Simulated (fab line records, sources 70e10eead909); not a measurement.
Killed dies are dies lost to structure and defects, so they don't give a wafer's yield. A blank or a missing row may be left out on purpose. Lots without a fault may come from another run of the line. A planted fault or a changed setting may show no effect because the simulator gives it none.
Chamber matching | flow nand_harc | NHARC_A_STAIRCASE_ETCH_253 on rie_diel-13: 4 sister chambers
The step etches the open film in C4F8/O2, target depth 50 nm, time 20.2 s. 16 wafers are shown with their chamber, then 8 later ones without.

WAFERS WITH THEIR CHAMBER
wafer  | chamber | rf_vpp_V (V) | oes_product_au (a.u.) | rf_fwd_power_W (W)
L080.1 | 2       | 904          | 0.945                 | 591
L080.5 | 2       | 903          | 0.941                 | 592
L080.6 | 1       | 891          | 0.965                 | 591
L082.1 | 1       | 888          | 0.972                 | 588
L082.3 | 2       | 905          | 0.968                 | 591
L082.4 | 3       | 888          | 1.005                 | 587
L086.1 | 2       | 905          | 0.940                 | 596
L086.2 | 0       | 895          | 0.934                 | 592
L086.4 | 0       | 896          | 0.946                 | 591
L087.2 | 2       | 903          | 0.905                 | 595
L087.3 | 0       | 896          | 0.897                 | 592
L087.4 | 0       | 895          | 0.913                 | 588
L089.2 | 1       | 890          | 0.925                 | 590
L089.4 | 2       | 903          | 0.934                 | 593
L089.6 | 1       | 891          | 0.920                 | 591
L091.1 | 2       | 903          | 0.925                 | 593

SIGNATURES (means of the wafers above)
reading        | chamber 0 | chamber 1 | chamber 2 | chamber 3 | scatter within a chamber
rf_vpp_V       | 895.50    | 890.00    | 903.71    | 888.00    | 1.02
oes_product_au | 0.92250   | 0.94550   | 0.93686   | 1.00500   | 0.022
rf_fwd_power_W | 590.75    | 590.00    | 593.00    | 587.00    | 1.8
Rule: a wafer's distance from a chamber is the root of the sum, over the readings, of the square of ((its reading less the chamber's mean) divided by the reading's scatter). The wafer belongs to the nearest chamber; if the next one is less than 2 further off, it can't be placed. The scatter: the root of (the sum of the squares of (reading less its chamber's mean) over the shown wafers, divided by (wafers less chambers)).

WAFERS WITHOUT THEIR CHAMBER
wafer  | rf_vpp_V (V) | oes_product_au (a.u.) | rf_fwd_power_W (W)
L091.3 | 890          | 0.951                 | 591
L091.5 | 897          | 0.948                 | 590
L094.1 | 889          | 0.982                 | 590
L094.3 | 887          | 0.993                 | 586
L094.5 | 895          | 0.961                 | 592
L095.1 | 905          | 0.955                 | 596
L095.4 | 891          | 0.978                 | 589
L095.6 | 888          | 0.986                 | 592

WHICH CHAMBER EACH WENT THROUGH
wafer  | from the rows above     | in truth
L091.3 | 1                       | 1
L091.5 | 0                       | 0
L094.1 | can't be placed: 1 or 3 | 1
L094.3 | 3                       | 3
L094.5 | 0                       | 0
L095.1 | 2                       | 2
L095.4 | can't be placed: 1 or 3 | 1
L095.6 | can't be placed: 3 or 1 | 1
Placed correctly: 5 of 8. Can't be placed from these rows: 3 (the true chamber is among the candidates in 3). Placed wrongly: 0.
